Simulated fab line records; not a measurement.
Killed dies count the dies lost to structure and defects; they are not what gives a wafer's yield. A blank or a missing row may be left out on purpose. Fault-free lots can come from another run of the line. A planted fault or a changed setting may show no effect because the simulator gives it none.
Lot-split experiment || flow n5_finfet || on a route of 1938 steps: 7 lots, 39 wafers read

## THE SPLIT ITSELF
At N5_BEOL_M15_ILD_DEP_00 (deposits SiO2 from TEOS/O2, target thk 1629.3 nm, time 346.1 s), the setting target_thk_a was moved away from the recipe's 16293 angstrom on 12 of the 39 wafers read, by -28.4% to +33.7%. All remaining wafers had this setting at the recipe value.

The file shows no step between the split and the reading.

## THE READING
M15_ILD_THK at N5_BEOL_M15_THK_MEAS_01, in nm. A value of 1637 nm with a standard deviation of 20 nm is what fault-free wafers of this fab line usually give.

{"wafer": "L075.1", "tool, chamber at the split": "pecvd-04, 2", "target_thk_a as run, angstrom": 16293, "against the recipe": "recipe", "M15_ILD_THK, nm": 1624, "against lot-mates on the recipe": "-"}
{"wafer": "L075.2", "tool, chamber at the split": "pecvd-04, 0", "target_thk_a as run, angstrom": 21290, "against the recipe": "+30.7%", "M15_ILD_THK, nm": 2099, "against lot-mates on the recipe": "+460"}
{"wafer": "L075.3", "tool, chamber at the split": "pecvd-04, 1", "target_thk_a as run, angstrom": 21290, "against the recipe": "+30.7%", "M15_ILD_THK, nm": 2158, "against lot-mates on the recipe": "+519"}
{"wafer": "L075.4", "tool, chamber at the split": "pecvd-04, 2", "target_thk_a as run, angstrom": 16293, "against the recipe": "recipe", "M15_ILD_THK, nm": 1666, "against lot-mates on the recipe": "-"}
{"wafer": "L075.5", "tool, chamber at the split": "pecvd-04, 1", "target_thk_a as run, angstrom": 21290, "against the recipe": "+30.7%", "M15_ILD_THK, nm": 2167, "against lot-mates on the recipe": "+528"}
{"wafer": "L075.6", "tool, chamber at the split": "pecvd-04, 0", "target_thk_a as run, angstrom": 16293, "against the recipe": "recipe", "M15_ILD_THK, nm": 1626, "against lot-mates on the recipe": "-"}
{"wafer": "L076.1", "tool, chamber at the split": "pecvd-02, 1", "target_thk_a as run, angstrom": 16293, "against the recipe": "recipe", "M15_ILD_THK, nm": 1626, "against lot-mates on the recipe": "-"}
{"wafer": "L076.2", "tool, chamber at the split": "pecvd-02, 0", "target_thk_a as run, angstrom": 20150, "against the recipe": "+23.7%", "M15_ILD_THK, nm": 2003, "against lot-mates on the recipe": "+362"}
{"wafer": "L076.3", "tool, chamber at the split": "pecvd-02, 2", "target_thk_a as run, angstrom": 16293, "against the recipe": "recipe", "M15_ILD_THK, nm": 1644, "against lot-mates on the recipe": "-"}
{"wafer": "L076.4", "tool, chamber at the split": "pecvd-02, 1", "target_thk_a as run, angstrom": 20150, "against the recipe": "+23.7%", "M15_ILD_THK, nm": 2030, "against lot-mates on the recipe": "+389"}
{"wafer": "L076.5", "tool, chamber at the split": "pecvd-02, 0", "target_thk_a as run, angstrom": 20150, "against the recipe": "+23.7%", "M15_ILD_THK, nm": 2034, "against lot-mates on the recipe": "+393"}
{"wafer": "L076.6", "tool, chamber at the split": "pecvd-02, 2", "target_thk_a as run, angstrom": 16293, "against the recipe": "recipe", "M15_ILD_THK, nm": 1654, "against lot-mates on the recipe": "-"}
{"wafer": "L079.4", "tool, chamber at the split": "pecvd-04, 2", "target_thk_a as run, angstrom": 16293, "against the recipe": "recipe", "M15_ILD_THK, nm": 1651, "against lot-mates on the recipe": "-"}
{"wafer": "L079.5", "tool, chamber at the split": "pecvd-04, 0", "target_thk_a as run, angstrom": 16293, "against the recipe": "recipe", "M15_ILD_THK, nm": 1647, "against lot-mates on the recipe": "-"}
{"wafer": "L079.6", "tool, chamber at the split": "pecvd-04, 1", "target_thk_a as run, angstrom": 16293, "against the recipe": "recipe", "M15_ILD_THK, nm": 1676, "against lot-mates on the recipe": "-"}
{"wafer": "L088.1", "tool, chamber at the split": "pecvd-01, 1", "target_thk_a as run, angstrom": 11660, "against the recipe": "-28.4%", "M15_ILD_THK, nm": 1173, "against lot-mates on the recipe": -478}
{"wafer": "L088.2", "tool, chamber at the split": "pecvd-01, 2", "target_thk_a as run, angstrom": 11660, "against the recipe": "-28.4%", "M15_ILD_THK, nm": 1191, "against lot-mates on the recipe": -460}
{"wafer": "L088.3", "tool, chamber at the split": "pecvd-01, 0", "target_thk_a as run, angstrom": 16293, "against the recipe": "recipe", "M15_ILD_THK, nm": 1626, "against lot-mates on the recipe": "-"}
{"wafer": "L088.4", "tool, chamber at the split": "pecvd-01, 0", "target_thk_a as run, angstrom": 11660, "against the recipe": "-28.4%", "M15_ILD_THK, nm": 1176, "against lot-mates on the recipe": -475}
{"wafer": "L088.5", "tool, chamber at the split": "pecvd-01, 1", "target_thk_a as run, angstrom": 16293, "against the recipe": "recipe", "M15_ILD_THK, nm": 1649, "against lot-mates on the recipe": "-"}
{"wafer": "L088.6", "tool, chamber at the split": "pecvd-01, 2", "target_thk_a as run, angstrom": 16293, "against the recipe": "recipe", "M15_ILD_THK, nm": 1678, "against lot-mates on the recipe": "-"}
{"wafer": "L086.1", "tool, chamber at the split": "pecvd-02, 2", "target_thk_a as run, angstrom": 16293, "against the recipe": "recipe", "M15_ILD_THK, nm": 1636, "against lot-mates on the recipe": "-"}
{"wafer": "L086.2", "tool, chamber at the split": "pecvd-02, 1", "target_thk_a as run, angstrom": 16293, "against the recipe": "recipe", "M15_ILD_THK, nm": 1594, "against lot-mates on the recipe": "-"}
{"wafer": "L086.3", "tool, chamber at the split": "pecvd-02, 0", "target_thk_a as run, angstrom": 16293, "against the recipe": "recipe", "M15_ILD_THK, nm": 1619, "against lot-mates on the recipe": "-"}
{"wafer": "L086.4", "tool, chamber at the split": "pecvd-02, 0", "target_thk_a as run, angstrom": 16293, "against the recipe": "recipe", "M15_ILD_THK, nm": 1644, "against lot-mates on the recipe": "-"}
{"wafer": "L086.5", "tool, chamber at the split": "pecvd-02, 1", "target_thk_a as run, angstrom": 16293, "against the recipe": "recipe", "M15_ILD_THK, nm": 1651, "against lot-mates on the recipe": "-"}
{"wafer": "L086.6", "tool, chamber at the split": "pecvd-02, 2", "target_thk_a as run, angstrom": 16293, "against the recipe": "recipe", "M15_ILD_THK, nm": 1662, "against lot-mates on the recipe": "-"}
{"wafer": "L092.1", "tool, chamber at the split": "pecvd-04, 1", "target_thk_a as run, angstrom": 16293, "against the recipe": "recipe", "M15_ILD_THK, nm": 1617, "against lot-mates on the recipe": "-"}
{"wafer": "L092.2", "tool, chamber at the split": "pecvd-04, 2", "target_thk_a as run, angstrom": 16293, "against the recipe": "recipe", "M15_ILD_THK, nm": 1607, "against lot-mates on the recipe": "-"}
{"wafer": "L092.3", "tool, chamber at the split": "pecvd-04, 0", "target_thk_a as run, angstrom": 16293, "against the recipe": "recipe", "M15_ILD_THK, nm": 1593, "against lot-mates on the recipe": "-"}
{"wafer": "L092.4", "tool, chamber at the split": "pecvd-04, 1", "target_thk_a as run, angstrom": 16293, "against the recipe": "recipe", "M15_ILD_THK, nm": 1648, "against lot-mates on the recipe": "-"}
{"wafer": "L092.5", "tool, chamber at the split": "pecvd-04, 0", "target_thk_a as run, angstrom": 16293, "against the recipe": "recipe", "M15_ILD_THK, nm": 1598, "against lot-mates on the recipe": "-"}
{"wafer": "L092.6", "tool, chamber at the split": "pecvd-04, 2", "target_thk_a as run, angstrom": 16293, "against the recipe": "recipe", "M15_ILD_THK, nm": 1614, "against lot-mates on the recipe": "-"}
{"wafer": "L096.1", "tool, chamber at the split": "pecvd-04, 0", "target_thk_a as run, angstrom": 21790, "against the recipe": "+33.7%", "M15_ILD_THK, nm": 2171, "against lot-mates on the recipe": "+522"}
{"wafer": "L096.2", "tool, chamber at the split": "pecvd-04, 1", "target_thk_a as run, angstrom": 21790, "against the recipe": "+33.7%", "M15_ILD_THK, nm": 2210, "against lot-mates on the recipe": "+561"}
{"wafer": "L096.3", "tool, chamber at the split": "pecvd-04, 2", "target_thk_a as run, angstrom": 16293, "against the recipe": "recipe", "M15_ILD_THK, nm": 1637, "against lot-mates on the recipe": "-"}
{"wafer": "L096.4", "tool, chamber at the split": "pecvd-04, 2", "target_thk_a as run, angstrom": 16293, "against the recipe": "recipe", "M15_ILD_THK, nm": 1664, "against lot-mates on the recipe": "-"}
{"wafer": "L096.5", "tool, chamber at the split": "pecvd-04, 1", "target_thk_a as run, angstrom": 21790, "against the recipe": "+33.7%", "M15_ILD_THK, nm": 2220, "against lot-mates on the recipe": "+571"}
{"wafer": "L096.6", "tool, chamber at the split": "pecvd-04, 0", "target_thk_a as run, angstrom": 16293, "against the recipe": "recipe", "M15_ILD_THK, nm": 1646, "against lot-mates on the recipe": "-"}

THE FIT
A straight line over all 39 wafers: M15_ILD_THK changes by +16.4 nm for each +1% of target_thk_a; r = +1.00; the points scatter about the line by 23 nm.
The same after taking each lot's own level away (the mean of its wafers on the recipe; 39 wafers): +16.4 nm for each +1%; r = +1.00; scatter 19 nm.
That fit puts the effect of the largest move of target_thk_a on the reading at 5.5e+02 nm.
Across the lots, their own levels run from 1612.8 to 1658.0 nm, a range of 2.3 times the standard deviation given above.
So the lot-to-lot level changes the slope little: the two slopes agree.
Check: with one of the wafers moved furthest among these (+33.7%) left out of the fit, the line predicts +556 nm for it against its lot-mates. Against them it came out at +522 nm.

## FURTHER SPLITS ON THESE WAFERS
Note: prior to the reading, these wafers also went through further splits. Each is held against what the fit with the lots' levels taken away leaves over:
{"other split on the same wafers": "N5_BEOL_M3_TRENCH_ETCH_37 target_depth_a", "wafers away from the commonest value": 6, "r with M15_ILD_THK (lot level and that fit taken away)": -0.07}
{"other split on the same wafers": "N5_BEOL_M7_HM_DEP_02 target_thk_a", "wafers away from the commonest value": 15, "r with M15_ILD_THK (lot level and that fit taken away)": "+0.04"}
{"other split on the same wafers": "N5_BEOL_M11_CVD_75 target_thk_a", "wafers away from the commonest value": 15, "r with M15_ILD_THK (lot level and that fit taken away)": -0.17}

## THE WHOLE CHAIN: every reading that the file lists as answering this split, in the file's order
{"step": "N5_BEOL_M15_ILD_DEP_00", "what it does": "deposits SiO2 from TEOS/O2, target thk 1629.3 nm, time 346.1 s", "reading": "SiO2_of_BEOL_M15_ILD_DEP_00.thk_nm (the simulator's own value, which no gauge read)", "change (the file's fit)": "+16.4 nm for each +1% of the setting", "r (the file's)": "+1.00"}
{"step": "N5_BEOL_M15_THK_MEAS_01", "what it does": "", "reading": "M15_ILD_THK", "change (the file's fit)": "+16.4 for each +1% of the setting", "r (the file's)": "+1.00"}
{"step": "N5_BEOL_M15_VIA_ETCH_16", "what it does": "etches SiO2 in C4F8/O2/Ar, target depth 1792.2 nm", "reading": "etch.depth_nm (the simulator's own value, which no gauge read)", "change (the file's fit)": "+16.4 nm for each +1% of the setting", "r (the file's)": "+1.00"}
{"step": "N5_BEOL_M15_VIA_ETCH_16", "what it does": "etches SiO2 in C4F8/O2/Ar, target depth 1792.2 nm", "reading": "coat_of_BEOL_M15_COAT_04.thk_nm (the simulator's own value, which no gauge read)", "change (the file's fit)": "-3.85 nm for each +1% of the setting", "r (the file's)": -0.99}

## THE FILE'S OWN FIT
M15_ILD_THK changes by +16.4 nm for each +1% of target_thk_a, r = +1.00.
